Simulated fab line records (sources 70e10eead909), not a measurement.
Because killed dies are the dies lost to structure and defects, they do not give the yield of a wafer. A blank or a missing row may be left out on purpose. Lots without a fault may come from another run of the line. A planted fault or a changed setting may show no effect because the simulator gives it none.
Matching of chambers -- flow nand_harc -- NHARC_A_WL_FILL_ALD_02 on ald_metal-03: 4 sister chambers
The step deposits TiN, target thk 2 nm, pulse time 3 s, ald cycles 100. 20 wafers are shown with their chamber, then 10 later ones without.

## WAFERS WITH THEIR CHAMBER
wafer,chamber,heater_power_w (W),precursor_pulse_height_rel
L076.1,3,1154,0.982
L076.2,0,1155,0.999
L076.4,2,1108,0.995
L075.2,1,1158,0.968
L075.3,2,1135,1.008
L075.4,3,1146,1.022
L078.3,2,1136,0.984
L078.5,3,1147,0.974
L078.6,2,1143,1.011
L080.1,2,1134,0.990
L080.2,3,1164,1.019
L080.6,2,1114,1.014
L085.2,0,1148,1.022
L085.3,3,1163,1.010
L085.6,0,1145,0.994
L086.3,0,1147,0.973
L086.4,1,1137,0.973
L086.5,3,1151,0.983
L089.2,1,1131,1.015
L089.3,0,1164,0.980

SIGNATURES, as means of the wafers listed above
reading,chamber 0,chamber 1,chamber 2,chamber 3,scatter within a chamber
heater_power_w,1151.80,1142.00,1128.33,1154.17,10.9
precursor_pulse_height_rel,0.99360,0.98533,1.00033,0.99833,0.019
Rule: distance of a wafer from a chamber = root of the sum over the readings of ((wafer's reading minus chamber's mean) / reading's scatter) squared. If the next closest chamber is less than 2 further off than the closest, the wafer can't be placed; otherwise it belongs to the closest. How the scatter is found: for the shown wafers, subtract from each reading the mean of its chamber, square and add these, divide the total by (wafers less chambers), then take the root.

## WAFERS WITH NO CHAMBER GIVEN
wafer,heater_power_w (W),precursor_pulse_height_rel
L089.6,1175,0.978
L090.1,1159,1.022
L090.3,1179,0.977
L090.5,1147,0.969
L094.1,1170,1.040
L094.4,1148,0.992
L094.6,1162,0.996
L095.2,1147,0.986
L095.3,1124,1.003
L095.6,1178,0.983

## WHICH CHAMBER EACH WENT THROUGH
wafer,from the rows above,in truth
L089.6,can't be placed: 3 or 0 or 1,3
L090.1,can't be placed: 3 or 0 or 1 or 2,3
L090.3,can't be placed: 3 or 0 or 1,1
L090.5,can't be placed: 1 or 0 or 3 or 2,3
L094.1,can't be placed: 3 or 0 or 1 or 2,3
L094.4,can't be placed: 0 or 1 or 3 or 2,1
L094.6,can't be placed: 3 or 0 or 1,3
L095.2,can't be placed: 1 or 0 or 3 or 2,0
L095.3,can't be placed: 2 or 1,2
L095.6,can't be placed: 3 or 0 or 1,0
Correct placement for 0 of the 10. Unplaceable from these rows: 10, with the true chamber sitting among the candidates in 10. Number placed wrongly: 0.
